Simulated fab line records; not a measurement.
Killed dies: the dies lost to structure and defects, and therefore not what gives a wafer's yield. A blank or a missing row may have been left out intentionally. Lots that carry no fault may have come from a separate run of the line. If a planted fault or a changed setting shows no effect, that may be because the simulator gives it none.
Chamber matching ; flow nand-harc ; 4 sister chambers for NHARC_A_CHANNEL_FILL_D1_ALD_14 on ald-hk-02
The step deposits SiO2, target thk 2.5 nm, pulse time 10 s, ald cycles 25. 4 wafers are shown with their chamber, then 7 later ones without.

WAFERS WITH THEIR CHAMBER
wafer;chamber;heater-power-w (W)
L808.4;3;520
L808.6;0;481
L809.2;1;476
L809.5;2;484

WAFERS WHOSE CHAMBER IS MISSING
wafer;heater-power-w (W)
L809.6;464
L818.2;469
L818.3;505
L818.5;457
L824.3;514
L824.5;459
L824.6;503

WHICH CHAMBER EACH ONE RAN IN
wafer;from the rows above;in truth
L809.6;can't be placed: 1 or 0 or 2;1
L818.2;can't be placed: 1 or 0 or 2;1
L818.3;can't be placed: 3 or 2 or 0 or 1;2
L818.5;can't be placed: 1 or 0 or 2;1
L824.3;can't be placed: 3 or 2 or 0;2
L824.5;can't be placed: 1 or 0 or 2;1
L824.6;can't be placed: 3 or 2 or 0 or 1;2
0 of 7 placed correctly. Cannot be placed on the basis of these rows: 7; the candidates contain the true chamber in 7. Placed wrongly: 0.
How it was worked out, from the rows above alone: a wafer's distance from a chamber is the root of the sum, over the readings, of the square of ((its reading less the chamber's mean) divided by the reading's scatter). The wafer belongs to the nearest chamber; if the next one is less than 2 further off, it can't be placed. The mean given for a chamber averages the wafers shown for that chamber. The scatter: root of mean squared gap, hidden wafer to nearest shown wafer, with one shown wafer a chamber.
